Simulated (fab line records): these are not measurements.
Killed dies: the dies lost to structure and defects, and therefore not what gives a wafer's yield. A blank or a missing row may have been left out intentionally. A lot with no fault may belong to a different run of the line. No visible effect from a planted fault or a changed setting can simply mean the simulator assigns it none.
Matching of chambers | flow n5_finfet | N5_DUMMY_GATE_CMP_04 on cmp-03: 4 sister chambers
The step polishes a-Si. 20 wafers are shown with their chamber, then 10 later ones without.

== WAFERS PAIRED WITH THEIR CHAMBERS ==
wafer  | chamber | motor_current_A (A) | time_to_endpoint_s (s) | slurry_flow_ml_min
L074.1 | 3       | 10.7                | 12.3                   | 148.9
L074.4 | 1       | 8.5                 | 8.6                    | 149.9
L074.6 | 3       | 10.9                | 12.5                   | 149.8
L076.1 | 1       | 9.0                 | 11.3                   | 150.4
L076.3 | 3       | 10.4                | 18.7                   | 150.1
L076.6 | 3       | 10.7                | 16.4                   | 150.5
L078.2 | 0       | 10.7                | 11.6                   | 149.5
L078.3 | 1       | 8.6                 | 12.9                   | 149.8
L078.5 | 3       | 10.4                | 14.6                   | 150.2
L079.1 | 2       | 11.9                | 16.5                   | 150.2
L079.5 | 0       | 11.1                | 11.6                   | 150.1
L079.6 | 3       | 10.0                | 17.4                   | 149.7
L080.1 | 2       | 12.7                | 11.8                   | 150.2
L080.3 | 0       | 10.6                | 6.7                    | 149.9
L080.5 | 0       | 10.8                | 4.6                    | 149.6
L086.1 | 0       | 11.0                | 7.2                    | 149.5
L086.3 | 3       | 10.4                | 13.2                   | 150.6
L086.6 | 0       | 10.6                | 9.3                    | 150.3
L087.2 | 3       | 10.2                | 13.6                   | 150.2
L087.5 | 3       | 10.7                | 13.3                   | 149.5

SIGNATURES (means of the wafers above)
reading            | chamber 0 | chamber 1 | chamber 2 | chamber 3 | scatter within a chamber
motor_current_A    | 10.800    | 8.700     | 12.300    | 10.489    | 0.288
time_to_endpoint_s | 8.500     | 10.933    | 14.150    | 14.667    | 2.53
slurry_flow_ml_min | 149.817   | 150.033   | 150.200   | 149.944   | 0.436
Rule: a wafer's distance from a chamber is the root of the sum, over the readings, of the square of ((its reading less the chamber's mean) divided by the reading's scatter). If the next closest chamber is less than 2 further off than the closest, the wafer can't be placed; otherwise it belongs to the closest. How the scatter is found: for the shown wafers, subtract from each reading the mean of its chamber, square and add these, divide the total by (wafers less chambers), then take the root.

== WAFERS WITHOUT THEIR CHAMBER ==
wafer  | motor_current_A (A) | time_to_endpoint_s (s) | slurry_flow_ml_min
L087.6 | 11.8                | 12.1                   | 149.4
L090.3 | 11.8                | 13.5                   | 149.5
L090.4 | 11.1                | 7.6                    | 150.6
L090.6 | 12.0                | 12.4                   | 149.3
L094.2 | 8.1                 | 11.3                   | 150.2
L094.3 | 10.6                | 7.3                    | 149.9
L094.6 | 12.2                | 11.7                   | 150.3
L096.4 | 10.8                | 13.3                   | 149.9
L096.5 | 8.2                 | 12.2                   | 150.3
L096.6 | 10.6                | 8.8                    | 150.0

== EACH ONE'S CHAMBER ==
wafer  | from the rows above     | in truth
L087.6 | can't be placed: 2 or 0 | 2
L090.3 | can't be placed: 2 or 0 | 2
L090.4 | can't be placed: 0 or 3 | 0
L090.6 | 2                       | 2
L094.2 | 1                       | 1
L094.3 | 0                       | 0
L094.6 | 2                       | 2
L096.4 | can't be placed: 3 or 0 | 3
L096.5 | 1                       | 1
L096.6 | can't be placed: 0 or 3 | 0
Correct placement for 5 of the 10. Cannot be placed on the basis of these rows: 5; the candidates contain the true chamber in 5. Wrongly placed: 0.
